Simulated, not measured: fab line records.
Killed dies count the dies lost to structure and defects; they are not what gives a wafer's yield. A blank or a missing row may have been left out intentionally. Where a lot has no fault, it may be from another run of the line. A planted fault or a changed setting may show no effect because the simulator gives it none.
Lot-split experiment ; flow n5 finfet ; 21 wafers read from 7 lots, route of 1938 steps

## THE SPLIT ITSELF
At N5_BEOL_M15_COAT_04 (resist thk 800 nm), the setting spin rpm was moved away from the recipe's 1704 rpm on 7 of the 21 wafers read, by -10.0% to -5.5%. The other wafers ran this setting at the recipe's value.

## FROM THE SPLIT TO THE READING: what the file shows between them, 7 steps
- N5_BEOL_M15_EXPOSE_07: exposes mask V14 (also split here: dose mj)
- N5_BEOL_M15_PEB_08: peb time 90 s
- N5_BEOL_M15_DEVELOP_09: develop time 45 s
- N5_BEOL_M15_HARDBAKE_14: time 120 s
- N5_BEOL_M15_CD_MEAS_10: target cd 360 nm
- N5_BEOL_M15_DESCUM_15: chemistry O2, time 7.9 s
- N5_BEOL_M15_ETCH_59: etches BARC in N2/H2, target depth 89 nm, overetch 26.7 nm, time 67.9 s

## THE READING
coat_of_BEOL_M15_COAT_04.thk nm (the simulator's own value, which no gauge read), in nm, at N5_BEOL_M15_VIA_ETCH_16 (etches SiO2 in C4F8/O2/Ar, target depth 1792.2 nm). No usual value for it is given in the file. Average 327.3 nm, standard deviation 5 nm, over the 14 wafers here run with the recipe.

wafer;tool, chamber at the split;spin rpm as run, rpm;against the recipe;coat_of_BEOL_M15_COAT_04.thk nm, nm;against lot-mates on the recipe
L081.2;litho track-03, 0;1704;recipe;323.6;-
L081.4;litho track-03, 0;1704;recipe;325.2;-
L081.5;litho track-03, 0;1704;recipe;323.2;-
L083.2;litho track-04, 0;1601;-6.0%;351.8;+29.0
L083.3;litho track-04, 0;1704;recipe;324.4;-
L083.6;litho track-04, 0;1704;recipe;321.2;-
L082.2;litho track-04, 0;1704;recipe;334.4;-
L082.3;litho track-04, 0;1704;recipe;326.2;-
L082.5;litho track-04, 0;1704;recipe;321.6;-
L086.1;litho track-04, 0;1704;recipe;329;-
L086.3;litho track-04, 0;1704;recipe;328.4;-
L086.5;litho track-04, 0;1704;recipe;324;-
L087.1;litho track-04, 0;1611;-5.5%;361.4;+32.6
L087.4;litho track-04, 0;1704;recipe;328.8;-
L087.5;litho track-04, 0;1611;-5.5%;349.4;+20.6
L092.1;litho track-03, 0;1704;recipe;338.4;-
L092.2;litho track-03, 0;1590;-6.7%;365.4;+27.0
L092.5;litho track-03, 0;1590;-6.7%;355.8;+17.4
L096.1;litho track-05, 0;1533;-10.0%;380.4;+46.0
L096.2;litho track-05, 0;1533;-10.0%;383;+48.6
L096.3;litho track-05, 0;1704;recipe;334.4;-

FIT RESULTS
A straight line over all 21 wafers: coat_of_BEOL_M15_COAT_04.thk nm changes by -5.17 nm for each +1% of spin rpm; r = -0.96; the points scatter about the line by 5.3 nm.
The same after taking each lot's own level away (the mean of its wafers on the recipe; 21 wafers): -4.44 nm for each +1%; r = -0.97; scatter 4.4 nm.
The reading moves by 45 nm for the largest change in spin rpm, on that fit.
Across the lots, their own levels run from 322.80 to 338.40 nm, a range of 3.1 times the standard deviation given above.
So the slope is not independent of the lot-to-lot level: the two fits are not the same.
Check: +43.9 nm against its lot-mates is what the line predicts for one of the wafers moved furthest among these (-10.0%) when that wafer is left out of the fit. It came out at +46 nm against them.

## OTHER SPLITS APPLIED TO THESE WAFERS
Other splits were also applied to these wafers ahead of the reading. Each is held against what the fit with the lots' levels taken away leaves over:
other split on the same wafers;wafers away from the commonest value;r with coat_of_BEOL_M15_COAT_04.thk nm (lot level and that fit taken away)
N5_BEOL_M11_TRENCH_ETCH_37 bias w;9;-0.19
N5_BEOL_M11_ALD_74 ald cycles;6;+0.15
N5_BEOL_M14_COAT_04 spin rpm;6;+0.31
N5_BEOL_M14_ETCH_59 h2 flow sccm;6;-0.10
N5_BEOL_M15_EXPOSE_07 dose mj;13;+0.37

## THE WHOLE CHAIN: every reading that the file lists as answering this split, in the file's order
step;what it does;reading;change (the file's fit);r (the file's)
N5_BEOL_M15_COAT_04;resist thk 800 nm;coat_of_BEOL_M15_COAT_04.thk nm (the simulator's own value, which no gauge read);-4.23 nm for each +1% of the setting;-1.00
N5_BEOL_M15_VIA_ETCH_16;etches SiO2 in C4F8/O2/Ar, target depth 1792.2 nm;coat_of_BEOL_M15_COAT_04.thk nm (the simulator's own value, which no gauge read);-4.46 nm for each +1% of the setting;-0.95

## THE FILE'S OWN FIT
coat_of_BEOL_M15_COAT_04.thk nm changes by -4.46 nm for each +1% of spin rpm, r = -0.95.
